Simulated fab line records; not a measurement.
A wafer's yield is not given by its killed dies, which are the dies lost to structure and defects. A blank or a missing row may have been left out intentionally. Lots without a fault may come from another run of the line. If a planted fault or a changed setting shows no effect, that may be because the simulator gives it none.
Chamber matching	flow n5Finfet	4 sister chambers for N5_FIN_CUT_CUT_ETCH_28 on rieSi-06
The step etches Si in HBr/Cl2/O2, target depth 6 nm, time 2.4 s. 8 wafers are shown with their chamber, then 9 later ones without.

## WAFERS WITH THEIR CHAMBER
wafer	chamber	throttleValvePct (%)	drypumpMotorCurrentA (A)
L077.1	1	37.52	6.3
L077.5	3	36.87	5.4
L080.3	3	36.86	5.4
L083.4	1	37.52	6.2
L083.6	0	37.05	6.0
L086.1	2	37.68	5.2
L086.4	0	37.07	6.0
L086.5	2	37.69	5.2

## WAFERS WHOSE CHAMBER IS MISSING
wafer	throttleValvePct (%)	drypumpMotorCurrentA (A)
L088.1	37.51	6.2
L088.4	37.70	5.2
L088.6	37.04	6.0
L089.3	37.70	5.2
L089.4	36.87	5.4
L089.6	37.70	5.2
L094.2	37.07	6.0
L094.4	36.87	5.4
L094.5	37.67	5.2

## CHAMBER TAKEN BY EACH
wafer	from the rows above	in truth
L088.1	1	1
L088.4	2	2
L088.6	0	0
L089.3	2	2
L089.4	3	3
L089.6	2	2
L094.2	0	0
L094.4	3	3
L094.5	2	2
Correct placement for 9 of the 9. Can't be placed from these rows: 0. Wrongly placed: 0.
How it was worked out, from the rows above alone: a wafer's distance from a chamber is the root of the sum, over the readings, of the square of ((its reading less the chamber's mean) divided by the reading's scatter). The wafer belongs to the nearest chamber; if the next one is less than 2 further off, it can't be placed. A chamber's mean is the mean of its shown wafers. How the scatter is found: for the shown wafers, subtract from each reading the mean of its chamber, square and add these, divide the total by (wafers less chambers), then take the root.
